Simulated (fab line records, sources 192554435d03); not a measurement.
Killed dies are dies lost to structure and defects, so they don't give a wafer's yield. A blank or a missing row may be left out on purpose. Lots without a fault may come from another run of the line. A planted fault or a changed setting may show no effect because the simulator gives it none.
Which tool did it? | flow n5_finfet | 12 lots, 33 wafers sampled, at 3 steps of a route of 1938

WHAT THE GAUGES READ, wafer by wafer
N5_BEOL_M5_THK_MEAS_53: measures by xrf. Usual: M5_THK 60.8 nm, standard deviation 1.7.
lot  | measured     | on            | M5_THK (nm)    | flag
L542 | day 8 14:51  | film_metro-01 | 60.8 61.5 62.4 |
L543 | day 8 18:47  | film_metro-01 | 59.9 60.8 59.6 |
L545 | day 9 10:19  | film_metro-02 | 60.4 59.3 60.7 |
L546 | day 9 19:03  | film_metro-02 | 59.1 60.1 59.2 |
L548 | day 10 01:46 | film_metro-02 | 61.2 61.8 61.6 |
L549 | day 10 09:58 | film_metro-02 | 60.6 60.9 61.3 |
L547 | day 10 11:06 | film_metro-02 | 62.2 64.6 59.5 |
L555 | day 12 02:19 | film_metro-01 | 58.9 59.4      |
L556 | day 12 06:59 | film_metro-02 | 59.8 57.7      |
L558 | day 12 16:46 | film_metro-02 | 61.8 60.6      |
L560 | day 13 09:49 | film_metro-01 | 58.2 61.0 60.6 |
L565 | day 14 20:52 | film_metro-02 | 60.2 62.3 63.9 |

WHICH TOOL RAN EACH LOT (tool, then ch and the chambers of the sampled wafers, then the start)
lot  | N5_BEOL_M5_ANNEAL_49         | N5_BEOL_M5_SPUTTER_83
L542 | pvd_sputter-03, day 8 09:38  | pvd_sputter-03, day 8 11:44
L543 | pvd_sputter-01, day 8 12:39  | pvd_sputter-01, day 8 14:44
L545 | pvd_sputter-01, day 9 05:08  | pvd_sputter-01, day 9 07:13
L546 | pvd_sputter-01, day 9 10:39  | pvd_sputter-01, day 9 12:45
L548 | pvd_sputter-02, day 9 17:31  | pvd_sputter-02, day 9 19:37
L549 | pvd_sputter-02, day 10 03:40 | pvd_sputter-02, day 10 05:46
L547 | pvd_sputter-01, day 10 03:44 | pvd_sputter-01, day 10 05:49
L555 | pvd_sputter-01, day 11 21:13 | pvd_sputter-01, day 11 23:18
L556 | pvd_sputter-01, day 12 01:38 | pvd_sputter-01, day 12 03:44
L558 | pvd_sputter-01, day 12 11:28 | pvd_sputter-01, day 12 13:33
L560 | pvd_sputter-03, day 13 03:29 | pvd_sputter-03, day 13 06:44
L565 | pvd_sputter-03, day 14 15:30 | pvd_sputter-03, day 14 17:35
- N5_BEOL_M5_ANNEAL_49: time 1800 s.
- N5_BEOL_M5_SPUTTER_83: material Cu, target thk 15 nm, time 27.62 s.

WHAT THE TOOLS THEMSELVES READ (means of the sampled wafers that have a number; where no wafer has one, the mark that the record gives instead)
N5_BEOL_M5_ANNEAL_49. Usual: heater_power_w 849 W, standard deviation 94; susceptor_temp_C_max 401.0, standard deviation 0.42.
lot  | tool           | heater_power_w (W) | susceptor_temp_C_max | flag
L542 | pvd_sputter-03 | 875                | 400.9                |
L543 | pvd_sputter-01 | 906                | 400.6                |
L545 | pvd_sputter-01 | 769                | 401.1                |
L546 | pvd_sputter-01 | 846                | 401.1                |
L548 | pvd_sputter-02 | 795                | 401.3                |
L549 | pvd_sputter-02 | 817                | 400.9                |
L547 | pvd_sputter-01 | 753                | 400.9                |
L555 | pvd_sputter-01 | 948                | 401.2                |
L556 | pvd_sputter-01 | 836                | 401.1                |
L558 | pvd_sputter-01 | 927                | 401.2                |
L560 | pvd_sputter-03 | 869                | 401.2                |
L565 | pvd_sputter-03 | 863                | 400.8                |

N5_BEOL_M5_SPUTTER_83. Usual: throttle_valve_pct 29.9 %, standard deviation 1.2.
lot  | tool           | throttle_valve_pct (%) | flag
L542 | pvd_sputter-03 | 30.3                   |
L543 | pvd_sputter-01 | 28.9                   |
L545 | pvd_sputter-01 | 30.0                   |
L546 | pvd_sputter-01 | 29.7                   |
L548 | pvd_sputter-02 | 30.2                   |
L549 | pvd_sputter-02 | 30.1                   |
L547 | pvd_sputter-01 | 29.2                   |
L555 | pvd_sputter-01 | 29.7                   |
L556 | pvd_sputter-01 | 30.6                   |
L558 | pvd_sputter-01 | 29.5                   |
L560 | pvd_sputter-03 | 29.3                   |
L565 | pvd_sputter-03 | 29.9                   |

THE ANSWER, worked out from the rows above alone
Rule: a lot is off if the mean of its wafers that have a number lies more than 3 standard deviations from the usual mean. A lot without any number at a reading at which 4 lots or more have one is off too. The other lots that the step has rows for count as sound. The gauges are gone through in route order, then the tools' own readings, and for those a lot's mean is taken as printed above. The first step at which some lot is off is used, and at that step the reading that is off furthest; a lot without a number counts as furthest.
No lot is off at any reading shown: from this, nothing can be told.

WHAT THE SIMULATOR HAD PUT IN
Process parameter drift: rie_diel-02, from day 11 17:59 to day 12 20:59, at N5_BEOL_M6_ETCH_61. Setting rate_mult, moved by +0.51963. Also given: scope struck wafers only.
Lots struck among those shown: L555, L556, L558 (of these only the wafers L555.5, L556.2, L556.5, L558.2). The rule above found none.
